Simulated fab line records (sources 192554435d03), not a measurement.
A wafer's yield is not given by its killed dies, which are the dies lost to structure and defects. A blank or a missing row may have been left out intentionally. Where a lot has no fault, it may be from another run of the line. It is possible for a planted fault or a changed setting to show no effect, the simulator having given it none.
Split-lot study :: flow n5Finfet :: route with 1938 steps; 7 lots, 21 wafers read

ABOUT THE SPLIT
At N5_GATE_CUT_COAT_07 (resist thk 30 nm), the setting spinRpm was moved away from the recipe's 1500 rpm on 7 of the 21 wafers read, by -10.3% to +10.3%. All remaining wafers had this setting at the recipe value.

FROM THE SPLIT TO THE READING: what the file shows between them, 5 steps
- N5_GATE_CUT_EXPOSE_10: exposes mask GATE CUT, target cd 20 nm (also split here: doseMj)
- N5_GATE_CUT_PEB_11: peb time 60 s
- N5_GATE_CUT_DEVELOP_12: develop time 30 s
- N5_GATE_CUT_CD_MEAS_13: target cd 20 nm
- N5_GATE_CUT_DESCUM_18: chemistry O2, time 7 s

THE READING
CAR-EUV_of_GATE_CUT_COAT_07.thkNm (the simulator's own value, which no gauge read), in nm, at N5_GATE_CUT_ETCH_28 (etches underlayer in N2/H2, target depth 13 nm, time 10.4 s). No usual value for it is given in the file. Average 14.6 nm, standard deviation 0.18 nm, over the 14 wafers here run with the recipe.

wafer: L080.2
tool, chamber at the split: lithoTrack-01, 0
spinRpm as run, rpm: 1500
against the recipe: recipe
CAR-EUV_of_GATE_CUT_COAT_07.thkNm, nm: 14.6
against lot-mates on the recipe: -

wafer: L080.3
tool, chamber at the split: lithoTrack-01, 0
spinRpm as run, rpm: 1567
against the recipe: +4.5%
CAR-EUV_of_GATE_CUT_COAT_07.thkNm, nm: 14
against lot-mates on the recipe: -0.6

wafer: L080.5
tool, chamber at the split: lithoTrack-01, 0
spinRpm as run, rpm: 1567
against the recipe: +4.5%
CAR-EUV_of_GATE_CUT_COAT_07.thkNm, nm: 14
against lot-mates on the recipe: -0.6

wafer: L081.1
tool, chamber at the split: lithoTrack-04, 0
spinRpm as run, rpm: 1500
against the recipe: recipe
CAR-EUV_of_GATE_CUT_COAT_07.thkNm, nm: 14.4
against lot-mates on the recipe: -

wafer: L081.3
tool, chamber at the split: lithoTrack-04, 0
spinRpm as run, rpm: 1500
against the recipe: recipe
CAR-EUV_of_GATE_CUT_COAT_07.thkNm, nm: 14.6
against lot-mates on the recipe: -

wafer: L081.4
tool, chamber at the split: lithoTrack-04, 0
spinRpm as run, rpm: 1500
against the recipe: recipe
CAR-EUV_of_GATE_CUT_COAT_07.thkNm, nm: 14.6
against lot-mates on the recipe: -

wafer: L082.1
tool, chamber at the split: lithoTrack-01, 0
spinRpm as run, rpm: 1500
against the recipe: recipe
CAR-EUV_of_GATE_CUT_COAT_07.thkNm, nm: 15
against lot-mates on the recipe: -

wafer: L082.3
tool, chamber at the split: lithoTrack-01, 0
spinRpm as run, rpm: 1500
against the recipe: recipe
CAR-EUV_of_GATE_CUT_COAT_07.thkNm, nm: 14.6
against lot-mates on the recipe: -

wafer: L082.4
tool, chamber at the split: lithoTrack-01, 0
spinRpm as run, rpm: 1500
against the recipe: recipe
CAR-EUV_of_GATE_CUT_COAT_07.thkNm, nm: 14.4
against lot-mates on the recipe: -

wafer: L083.1
tool, chamber at the split: lithoTrack-04, 0
spinRpm as run, rpm: 1367
against the recipe: -8.9%
CAR-EUV_of_GATE_CUT_COAT_07.thkNm, nm: 15.8
against lot-mates on the recipe: +1.3

wafer: L083.4
tool, chamber at the split: lithoTrack-04, 0
spinRpm as run, rpm: 1500
against the recipe: recipe
CAR-EUV_of_GATE_CUT_COAT_07.thkNm, nm: 14.6
against lot-mates on the recipe: -

wafer: L083.6
tool, chamber at the split: lithoTrack-04, 0
spinRpm as run, rpm: 1500
against the recipe: recipe
CAR-EUV_of_GATE_CUT_COAT_07.thkNm, nm: 14.4
against lot-mates on the recipe: -

wafer: L088.3
tool, chamber at the split: lithoTrack-04, 0
spinRpm as run, rpm: 1346
against the recipe: -10.3%
CAR-EUV_of_GATE_CUT_COAT_07.thkNm, nm: 16.2
against lot-mates on the recipe: +1.8

wafer: L088.5
tool, chamber at the split: lithoTrack-04, 0
spinRpm as run, rpm: 1346
against the recipe: -10.3%
CAR-EUV_of_GATE_CUT_COAT_07.thkNm, nm: 16.2
against lot-mates on the recipe: +1.8

wafer: L088.4
tool, chamber at the split: lithoTrack-04, 0
spinRpm as run, rpm: 1500
against the recipe: recipe
CAR-EUV_of_GATE_CUT_COAT_07.thkNm, nm: 14.4
against lot-mates on the recipe: -

wafer: L093.2
tool, chamber at the split: lithoTrack-04, 0
spinRpm as run, rpm: 1500
against the recipe: recipe
CAR-EUV_of_GATE_CUT_COAT_07.thkNm, nm: 14.8
against lot-mates on the recipe: -

wafer: L093.4
tool, chamber at the split: lithoTrack-04, 0
spinRpm as run, rpm: 1500
against the recipe: recipe
CAR-EUV_of_GATE_CUT_COAT_07.thkNm, nm: 14.8
against lot-mates on the recipe: -

wafer: L093.5
tool, chamber at the split: lithoTrack-04, 0
spinRpm as run, rpm: 1500
against the recipe: recipe
CAR-EUV_of_GATE_CUT_COAT_07.thkNm, nm: 14.6
against lot-mates on the recipe: -

wafer: L094.1
tool, chamber at the split: lithoTrack-05, 0
spinRpm as run, rpm: 1500
against the recipe: recipe
CAR-EUV_of_GATE_CUT_COAT_07.thkNm, nm: 14.4
against lot-mates on the recipe: -

wafer: L094.2
tool, chamber at the split: lithoTrack-05, 0
spinRpm as run, rpm: 1655
against the recipe: +10.3%
CAR-EUV_of_GATE_CUT_COAT_07.thkNm, nm: 13.2
against lot-mates on the recipe: -1.2

wafer: L094.5
tool, chamber at the split: lithoTrack-05, 0
spinRpm as run, rpm: 1655
against the recipe: +10.3%
CAR-EUV_of_GATE_CUT_COAT_07.thkNm, nm: 13.4
against lot-mates on the recipe: -1.0

THE FIT
A straight line over all 21 wafers: CAR-EUV_of_GATE_CUT_COAT_07.thkNm changes by -0.139 nm for each +1% of spinRpm; r = -0.97; the points scatter about the line by 0.17 nm.
The same after taking each lot's own level away (the mean of its wafers on the recipe; 21 wafers): -0.141 nm for each +1%; r = -0.97; scatter 0.19 nm.
The reading moves by 1.5 nm for the largest change in spinRpm, on that fit.
The lots' own levels span 14.40 to 14.73 nm, that is 1.9 times the standard deviation above.
Hence the lot-to-lot level has little effect on the slope; both slopes agree.
Check: -1.44 nm against its lot-mates is what the line predicts for one of the wafers moved furthest among these (+10.3%) when that wafer is left out of the fit. Against them it came out at -1.2 nm.

THESE WAFERS: OTHER SPLITS
Note: prior to the reading, these wafers also went through further splits. Each is held against what the fit with the lots' levels taken away leaves over:
other split on the same wafers: N5_WELL_APT_COAT_02 spinRpm
wafers away from the commonest value: 4
r with CAR-EUV_of_GATE_CUT_COAT_07.thkNm (lot level and that fit taken away): -0.22

other split on the same wafers: N5_FIN_CUT_EXPOSE_05 doseMj
wafers away from the commonest value: 9
r with CAR-EUV_of_GATE_CUT_COAT_07.thkNm (lot level and that fit taken away): -0.45

other split on the same wafers: N5_FIN_CUT_ETCH_30 targetDepthA
wafers away from the commonest value: 8
r with CAR-EUV_of_GATE_CUT_COAT_07.thkNm (lot level and that fit taken away): -0.62

other split on the same wafers: N5_DUMMY_GATE_COAT_28 spinRpm
wafers away from the commonest value: 6
r with CAR-EUV_of_GATE_CUT_COAT_07.thkNm (lot level and that fit taken away): -0.04

other split on the same wafers: N5_SD_EPI_P_EPI_21 epiGrowthTimeS
wafers away from the commonest value: 9
r with CAR-EUV_of_GATE_CUT_COAT_07.thkNm (lot level and that fit taken away): +0.05

other split on the same wafers: N5_SDB_ETCH_25 timeS
wafers away from the commonest value: 11
r with CAR-EUV_of_GATE_CUT_COAT_07.thkNm (lot level and that fit taken away): +0.47

other split on the same wafers: N5_HKMG_FIN_ETCH_35 biasW
wafers away from the commonest value: 4
r with CAR-EUV_of_GATE_CUT_COAT_07.thkNm (lot level and that fit taken away): +0.17

other split on the same wafers: N5_HKMG_FIN_NWFM_ALD_20 aldCycles
wafers away from the commonest value: 5
r with CAR-EUV_of_GATE_CUT_COAT_07.thkNm (lot level and that fit taken away): -0.20

other split on the same wafers: N5_GATE_CUT_EXPOSE_10 doseMj
wafers away from the commonest value: 10
r with CAR-EUV_of_GATE_CUT_COAT_07.thkNm (lot level and that fit taken away): -0.10

THE WHOLE CHAIN: every reading that the file lists as answering this split, in the file's order
step: N5_GATE_CUT_COAT_07
what it does: resist thk 30 nm
reading: CAR-EUV_of_GATE_CUT_COAT_07.thkNm (the simulator's own value, which no gauge read)
change (the file's fit): -0.148 nm for each +1% of the setting
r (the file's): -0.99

step: N5_GATE_CUT_DEVELOP_12
what it does: develop time 30 s
reading: CAR-EUV_of_GATE_CUT_COAT_07.thkNm (the simulator's own value, which no gauge read)
change (the file's fit): -0.156 nm for each +1% of the setting
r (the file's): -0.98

step: N5_GATE_CUT_ETCH_28
what it does: etches underlayer in N2/H2, target depth 13 nm, time 10.4 s
reading: CAR-EUV_of_GATE_CUT_COAT_07.thkNm (the simulator's own value, which no gauge read)
change (the file's fit): -0.142 nm for each +1% of the setting
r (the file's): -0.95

THE FILE'S OWN FIT
CAR-EUV_of_GATE_CUT_COAT_07.thkNm changes by -0.142 nm for each +1% of spinRpm, r = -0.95.
